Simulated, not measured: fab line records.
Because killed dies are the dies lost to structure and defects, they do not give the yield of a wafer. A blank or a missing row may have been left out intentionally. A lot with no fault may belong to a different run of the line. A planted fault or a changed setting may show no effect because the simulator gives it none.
Struck lot and sound lot, side by side / flow n5 finfet / 20 steps out of a route of 1938
Sound: the wafers L506.1, L506.4, L506.5. Struck: wafer L495.6 (left out: L495.5, a lot-mate that was not struck); the cause follows at the end.
Per side, at each step with rows, come the tool, then ch with its chambers, and then its first start. Under that, the readings that differ: sound wafers / struck wafers / difference of the means / sigmas: that difference in standard deviations of wafers without a fault.
alike: a reading whose means differ by less than 2 such deviations, as well as words and numbers matching on both sides. not compared: withheld readings; readings where some wafer has no value; bounds like >300 that might hide an equal value; numbers whose values overlap and for which the record gives no deviation.
Wherever a step has rows on one side only, a row that says differs or no value, or a row with sigmas, the two part there. Non-overlapping numbers with no deviation appear without sigmas and do not part them. A reading that every wafer of one side lacks parts them only if that side has two wafers or more.

first, 8 steps without rows for these wafers: N5_BEOL_M12_COAT_58 (time 60 s, resist thk 89 nm); N5_BEOL_M12_COAT_04 (resist thk 400 nm); N5_BEOL_M12_EBR_06; N5_BEOL_M12_SOFTBAKE_05 (time 60 s); N5_BEOL_M12_EXPOSE_07 (exposes mask V11); N5_BEOL_M12_PEB_08 (peb time 90 s); N5_BEOL_M12_DEVELOP_09 (develop time 45 s); N5_BEOL_M12_HARDBAKE_14 (time 120 s).
N5_BEOL_M12_CD_MEAS_10: target cd 140 nm.
  sound on cd sem-03 ch 0, day 15 18:14; struck on cd sem-03 ch 0, day 12 17:06
  alike: cd nm
N5_BEOL_M12_OVL_MEAS_11:
  sound on overlay-02 ch 0, day 15 18:16; struck on overlay-02 ch 0, day 12 17:08
  alike: V11_OVL
N5_BEOL_M12_INSPECT_12: inspects for defects (macro).
  struck on defect inspect-01, day 12 17:10; sound on defect inspect-01, day 15 18:17
  alike: raw defect count
N5_BEOL_M12_DESCUM_15: chemistry O2, time 7.9 s.
  sound on rie diel-01 ch 0,2,3, day 15 18:19; struck on rie diel-04 ch 2, day 12 17:32
  alike: chamber pressure mTorr, drypump motor current A, oes product au, rf vpp V, showerhead plenum p Torr, throttle valve pct
  not compared: rf hours counter h
N5_BEOL_M12_ETCH_59: etches BARC in N2/H2, target depth 89 nm, overetch 26.7 nm, time 67.9 s.
  sound on rie diel-01 ch 0,2,3, day 15 18:21; struck on rie diel-04 ch 2, day 12 17:34
reading=model.coat_of_BEOL_M12_COAT_04.thk nm (nm); sound=316 315.6 315.6; struck=334.6; difference=+18.9; sigmas=
reading=model.etch.depth nm (nm); sound=89.2 89.25 89.09; struck=83.97; difference=-5.21; sigmas=
  alike: chamber pressure mTorr, drypump motor current A, oes product au, rf vpp V, showerhead plenum p Torr, throttle valve pct
  not compared: rf hours counter h
N5_BEOL_M12_VIA_ETCH_16: etches SiOC in C4F8/O2/Ar, target depth 724.8 nm.
  sound on rie diel-01 ch 0,2,3, day 15 18:24; struck on rie diel-04 ch 2, day 12 17:41
reading=model.coat_of_BEOL_M12_COAT_04.thk nm (nm); sound=124.4 123.2 120.8; struck=140.4; difference=+17.6; sigmas=
  alike: O2_flow_sccm, chamber pressure mTorr, drypump motor current A, oes product au, rf vpp V, showerhead plenum p Torr, throttle valve pct
N5_BEOL_M12_STRIP_63: strips in N2/H2.
  sound on plasma asher-01 ch 0,1, day 15 18:36; struck on plasma asher-01 ch 0, day 12 17:50
reading=strip time to endpoint s (s); sound=42.9 42.5 41.9; struck=47.1; difference=+4.7; sigmas=+7
  alike: chamber pressure mTorr, drypump motor current A, heater power w, oes product au
  not compared: rf hours counter h
N5_BEOL_M12_STRIP_64: strips in N2/H2.
  sound on plasma asher-01 ch 0,1, day 15 18:40; struck on plasma asher-01 ch 0, day 12 17:54
  alike: drypump motor current A, heater power w, oes product au, strip time to endpoint s
  not compared: rf hours counter h
then, 2 steps without rows for these wafers: N5_BEOL_M12_STRIP_71 (strips in post etch residue remover, time 60 s); N5_BEOL_M12_SRD_72 (time 30 s, dry time 30 s).
N5_BEOL_M12_CD_MEAS_17: target cd 140 nm.
  struck on cd sem-02, day 12 18:01; sound on cd sem-01, day 15 18:49
reading=cd nm (nm); sound=141.1 143.1 142.4; struck=135.0; difference=-7.2; sigmas=-5
then, 1 step without rows for these wafers: N5_BEOL_M12_COAT_65 (time 60 s, resist thk 300 nm).

== WHERE THEY PART ==
First at N5_BEOL_M12_STRIP_63; last, within this record, at N5_BEOL_M12_CD_MEAS_17.

WHY: whatever the simulator had introduced
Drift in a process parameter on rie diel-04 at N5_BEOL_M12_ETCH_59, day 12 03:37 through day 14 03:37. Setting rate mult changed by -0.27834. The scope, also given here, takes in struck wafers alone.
